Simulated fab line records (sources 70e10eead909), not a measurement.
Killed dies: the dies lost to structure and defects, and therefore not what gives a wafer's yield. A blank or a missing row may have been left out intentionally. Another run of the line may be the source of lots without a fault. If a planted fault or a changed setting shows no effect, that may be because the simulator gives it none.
Which tool is to blame? :: flow nand harc :: 23 lots with 69 wafers sampled at 2 steps, on a route of 1302 steps

== WHAT EACH GAUGE READ, for each wafer ==
NHARC_A_ONON_D2_THK_MEAS_30: measures by ellipsometry. Usual: thk nm 1001 nm, standard deviation 11.
lot: L075
measured: day 12 22:25
on: film metro-01
thk nm (nm): 1004 1005 1005
flag: 

lot: L074
measured: day 12 22:25
on: film metro-02
thk nm (nm): 988 988 989
flag: 

lot: L076
measured: day 13 22:44
on: film metro-01
thk nm (nm): 985 986 985
flag: 

lot: L078
measured: day 14 11:58
on: film metro-01
thk nm (nm): 985 985 985
flag: 

lot: L077
measured: day 14 18:06
on: film metro-02
thk nm (nm): 1022 1023 1024
flag: 

lot: L079
measured: day 15 08:39
on: film metro-01
thk nm (nm): 1003 1006 1005
flag: 

lot: L080
measured: day 15 08:41
on: film metro-02
thk nm (nm): 996 996 995
flag: 

lot: L081
measured: day 15 21:38
on: film metro-01
thk nm (nm): 999 995 997
flag: 

lot: L082
measured: day 16 05:19
on: film metro-02
thk nm (nm): 997 996 997
flag: 

lot: L083
measured: day 16 14:51
on: film metro-01
thk nm (nm): 1006 1006 1005
flag: 

lot: L084
measured: day 17 04:01
on: film metro-01
thk nm (nm): 1005 1004 1005
flag: 

lot: L085
measured: day 17 04:02
on: film metro-01
thk nm (nm): 1010 1008 1008
flag: 

lot: L086
measured: day 18 08:48
on: film metro-02
thk nm (nm): 1001 997 998
flag: 

lot: L088
measured: day 19 00:52
on: film metro-02
thk nm (nm): 1014 1013 1012
flag: 

lot: L087
measured: day 19 00:53
on: film metro-01
thk nm (nm): 1020 1022 1020
flag: 

lot: L089
measured: day 19 06:45
on: film metro-01
thk nm (nm): 1008 1008 1007
flag: 

lot: L090
measured: day 19 20:56
on: film metro-01
thk nm (nm): 1001 1000 1000
flag: 

lot: L091
measured: day 20 06:27
on: film metro-01
thk nm (nm): 993 992 994
flag: 

lot: L094
measured: day 20 17:01
on: film metro-01
thk nm (nm): 1009 1010 1010
flag: 

lot: L093
measured: day 20 17:01
on: film metro-02
thk nm (nm): 996 997 996
flag: 

lot: L095
measured: day 21 22:25
on: film metro-02
thk nm (nm): 998 998 998
flag: 

lot: L096
measured: day 21 22:26
on: film metro-01
thk nm (nm): 1019 1021 1019
flag: 

lot: L097
measured: day 22 21:42
on: film metro-01
thk nm (nm): 981 981 982
flag: 

== EACH LOT AND THE TOOL THAT RAN IT (in order: tool; ch and the chambers of the sampled wafers; start) ==
lot: L075
NHARC_A_CHANNEL_HOLE_D1_ETCH_16: rie diel-06 ch 0,1,2, day 12 22:25 or earlier

lot: L074
NHARC_A_CHANNEL_HOLE_D1_ETCH_16: rie diel-12 ch 0,1,3, day 12 22:25 or earlier

lot: L076
NHARC_A_CHANNEL_HOLE_D1_ETCH_16: rie diel-06 ch 0,1,3, day 13 22:44 or earlier

lot: L078
NHARC_A_CHANNEL_HOLE_D1_ETCH_16: rie diel-06 ch 1,2,3, day 14 11:58 or earlier

lot: L077
NHARC_A_CHANNEL_HOLE_D1_ETCH_16: rie diel-12 ch 0,3, day 14 18:06 or earlier

lot: L079
NHARC_A_CHANNEL_HOLE_D1_ETCH_16: rie diel-06 ch 0,1,3, day 15 08:39 or earlier

lot: L080
NHARC_A_CHANNEL_HOLE_D1_ETCH_16: rie diel-06 ch 0,1,2, day 15 08:41 or earlier

lot: L081
NHARC_A_CHANNEL_HOLE_D1_ETCH_16: rie diel-06 ch 1,2,3, day 15 21:38 or earlier

lot: L082
NHARC_A_CHANNEL_HOLE_D1_ETCH_16: rie diel-12 ch 0,1,2, day 16 05:19 or earlier

lot: L083
NHARC_A_CHANNEL_HOLE_D1_ETCH_16: rie diel-06 ch 0,1, day 16 14:51 or earlier

lot: L084
NHARC_A_CHANNEL_HOLE_D1_ETCH_16: rie diel-06 ch 0,1,2, day 17 04:01 or earlier

lot: L085
NHARC_A_CHANNEL_HOLE_D1_ETCH_16: rie diel-12 ch 0,1,3, day 17 04:02 or earlier

lot: L086
NHARC_A_CHANNEL_HOLE_D1_ETCH_16: rie diel-12 ch 2,3, day 18 08:48 or earlier

lot: L088
NHARC_A_CHANNEL_HOLE_D1_ETCH_16: rie diel-06 ch 1,2,3, day 19 00:52 or earlier

lot: L087
NHARC_A_CHANNEL_HOLE_D1_ETCH_16: rie diel-05 ch 1,2,3, day 19 00:53 or earlier

lot: L089
NHARC_A_CHANNEL_HOLE_D1_ETCH_16: rie diel-06 ch 0,1,3, day 19 06:45 or earlier

lot: L090
NHARC_A_CHANNEL_HOLE_D1_ETCH_16: rie diel-06 ch 0,1, day 19 20:56 or earlier

lot: L091
NHARC_A_CHANNEL_HOLE_D1_ETCH_16: rie diel-06 ch 1,2,3, day 20 06:27 or earlier

lot: L094
NHARC_A_CHANNEL_HOLE_D1_ETCH_16: rie diel-06 ch 0,1,2, day 20 17:01 or earlier

lot: L093
NHARC_A_CHANNEL_HOLE_D1_ETCH_16: rie diel-06 ch 1,2,3, day 20 17:01 or earlier

lot: L095
NHARC_A_CHANNEL_HOLE_D1_ETCH_16: rie diel-06 ch 0,3, day 21 22:25 or earlier

lot: L096
NHARC_A_CHANNEL_HOLE_D1_ETCH_16: rie diel-06 ch 2,3, day 21 22:26 or earlier

lot: L097
NHARC_A_CHANNEL_HOLE_D1_ETCH_16: rie diel-06 ch 0,3, day 22 21:42 or earlier
- NHARC_A_CHANNEL_HOLE_D1_ETCH_16: etches the open film in O2/COS, target depth 3100 nm, time 806 s.

== AS READ BY THE TOOLS THEMSELVES (means over the sampled wafers that have a number; for cases with no such wafer, the mark the record gives instead) ==
NHARC_A_CHANNEL_HOLE_D1_ETCH_16. Usual: drypump motor current A 5.9 A, standard deviation 0.48; mfc ar sccm 0.006 sccm, standard deviation 0.01; oes product au 0.998 a.u., standard deviation 0.013; rf vpp V 314.2 V, standard deviation 1.9; showerhead plenum p Torr 3.12 Torr, standard deviation 0.12; throttle valve pct 28.331 %, standard deviation 0.0081.
lot: L075
tool: rie diel-06
drypump motor current A (A): 6.1
mfc ar sccm (sccm): 0.009
oes product au (a.u.): 0.992
rf vpp V (V): 314.4
showerhead plenum p Torr (Torr): 3.14
throttle valve pct (%): 28.330
flag: 

lot: L074
tool: rie diel-12
drypump motor current A (A): 5.4
mfc ar sccm (sccm): 0.003
oes product au (a.u.): 1.001
rf vpp V (V): 313.8
showerhead plenum p Torr (Torr): 3.08
throttle valve pct (%): 28.331
flag: 

lot: L076
tool: rie diel-06
drypump motor current A (A): 5.8
mfc ar sccm (sccm): 0.009
oes product au (a.u.): 0.997
rf vpp V (V): 314.3
showerhead plenum p Torr (Torr): 3.18
throttle valve pct (%): 28.336
flag: 

lot: L078
tool: rie diel-06
drypump motor current A (A): 6.1
mfc ar sccm (sccm): 0.000
oes product au (a.u.): 1.008
rf vpp V (V): 314.1
showerhead plenum p Torr (Torr): 3.11
throttle valve pct (%): 28.335
flag: 

lot: L077
tool: rie diel-12
drypump motor current A (A): 5.8
mfc ar sccm (sccm): 0.003
oes product au (a.u.): 0.989
rf vpp V (V): 316.3
showerhead plenum p Torr (Torr): 3.22
throttle valve pct (%): 28.333
flag: 

lot: L079
tool: rie diel-06
drypump motor current A (A): 5.8
mfc ar sccm (sccm): 0.009
oes product au (a.u.): 1.006
rf vpp V (V): 316.0
showerhead plenum p Torr (Torr): 3.18
throttle valve pct (%): 28.332
flag: 

lot: L080
tool: rie diel-06
drypump motor current A (A): 6.1
mfc ar sccm (sccm): 0.009
oes product au (a.u.): 1.000
rf vpp V (V): 314.9
showerhead plenum p Torr (Torr): 3.14
throttle valve pct (%): 28.336
flag: 

lot: L081
tool: rie diel-06
drypump motor current A (A): 6.1
mfc ar sccm (sccm): 0.000
oes product au (a.u.): 1.003
rf vpp V (V): 313.8
showerhead plenum p Torr (Torr): 3.11
throttle valve pct (%): 28.332
flag: 

lot: L082
tool: rie diel-12
drypump motor current A (A): 5.6
mfc ar sccm (sccm): 0.003
oes product au (a.u.): 1.008
rf vpp V (V): 314.1
showerhead plenum p Torr (Torr): 3.14
throttle valve pct (%): 28.331
flag: 

lot: L083
tool: rie diel-06
drypump motor current A (A): 5.8
mfc ar sccm (sccm): 0.018
oes product au (a.u.): 1.003
rf vpp V (V): 315.3
showerhead plenum p Torr (Torr): 3.21
throttle valve pct (%): 28.332
flag: 

lot: L084
tool: rie diel-06
drypump motor current A (A): 6.1
mfc ar sccm (sccm): 0.009
oes product au (a.u.): 0.995
rf vpp V (V): 314.8
showerhead plenum p Torr (Torr): 3.14
throttle valve pct (%): 28.339
flag: 

lot: L085
tool: rie diel-12
drypump motor current A (A): 5.5
mfc ar sccm (sccm): 0.003
oes product au (a.u.): 1.007
rf vpp V (V): 316.1
showerhead plenum p Torr (Torr): 3.22
throttle valve pct (%): 28.338
flag: 

lot: L086
tool: rie diel-12
drypump motor current A (A): 5.5
mfc ar sccm (sccm): 0.009
oes product au (a.u.): 1.013
rf vpp V (V): 314.7
showerhead plenum p Torr (Torr): 3.13
throttle valve pct (%): 28.330
flag: 

lot: L088
tool: rie diel-06
drypump motor current A (A): 6.1
mfc ar sccm (sccm): 0.000
oes product au (a.u.): 0.989
rf vpp V (V): 313.8
showerhead plenum p Torr (Torr): 3.10
throttle valve pct (%): 28.323
flag: 

lot: L087
tool: rie diel-05
drypump motor current A (A): 5.7
mfc ar sccm (sccm): 0.003
oes product au (a.u.): 1.003
rf vpp V (V): 313.4
showerhead plenum p Torr (Torr): 3.03
throttle valve pct (%): 28.336
flag: 

lot: L089
tool: rie diel-06
drypump motor current A (A): 5.8
mfc ar sccm (sccm): 0.009
oes product au (a.u.): 0.989
rf vpp V (V): 315.0
showerhead plenum p Torr (Torr): 3.17
throttle valve pct (%): 28.331
flag: 

lot: L090
tool: rie diel-06
drypump motor current A (A): 5.8
mfc ar sccm (sccm): 0.009
oes product au (a.u.): 0.986
rf vpp V (V): 315.5
showerhead plenum p Torr (Torr): 3.22
throttle valve pct (%): 28.335
flag: 

lot: L091
tool: rie diel-06
drypump motor current A (A): 6.1
mfc ar sccm (sccm): 0.000
oes product au (a.u.): 0.994
rf vpp V (V): 313.9
showerhead plenum p Torr (Torr): 3.10
throttle valve pct (%): 28.330
flag: 

lot: L094
tool: rie diel-06
drypump motor current A (A): 6.1
mfc ar sccm (sccm): 0.009
oes product au (a.u.): 0.993
rf vpp V (V): 313.8
showerhead plenum p Torr (Torr): 3.13
throttle valve pct (%): 28.329
flag: 

lot: L093
tool: rie diel-06
drypump motor current A (A): 6.1
mfc ar sccm (sccm): 0.000
oes product au (a.u.): 0.996
rf vpp V (V): 313.5
showerhead plenum p Torr (Torr): 3.10
throttle valve pct (%): 28.322
flag: 

lot: L095
tool: rie diel-06
drypump motor current A (A): 5.9
mfc ar sccm (sccm): 0.009
oes product au (a.u.): 0.996
rf vpp V (V): 314.2
showerhead plenum p Torr (Torr): 3.11
throttle valve pct (%): 28.334
flag: 

lot: L096
tool: rie diel-06
drypump motor current A (A): 6.2
mfc ar sccm (sccm): 0.000
oes product au (a.u.): 0.999
rf vpp V (V): 313.7
showerhead plenum p Torr (Torr): 3.05
throttle valve pct (%): 28.328
flag: 

lot: L097
tool: rie diel-06
drypump motor current A (A): 5.9
mfc ar sccm (sccm): 0.009
oes product au (a.u.): 1.004
rf vpp V (V): 313.5
showerhead plenum p Torr (Torr): 3.11
throttle valve pct (%): 28.321
flag: 

== THE ANSWER, worked out from the rows above alone ==
Rule: a lot is off if the mean of its wafers that have a number lies more than 3 standard deviations from the usual mean. A lot without any number at a reading at which 4 lots or more have one is off too. Any other lot the step has rows for is counted as sound. The gauges are gone through in route order, then the tools' own readings, and for those a lot's mean is taken as printed above. The first step at which some lot is off is used, and at that step the reading that is off furthest; a lot without a number counts as furthest.
Across all readings shown, no lot is off: no conclusion can be drawn from this.

== WHAT THE SIMULATOR HAD INSERTED ==
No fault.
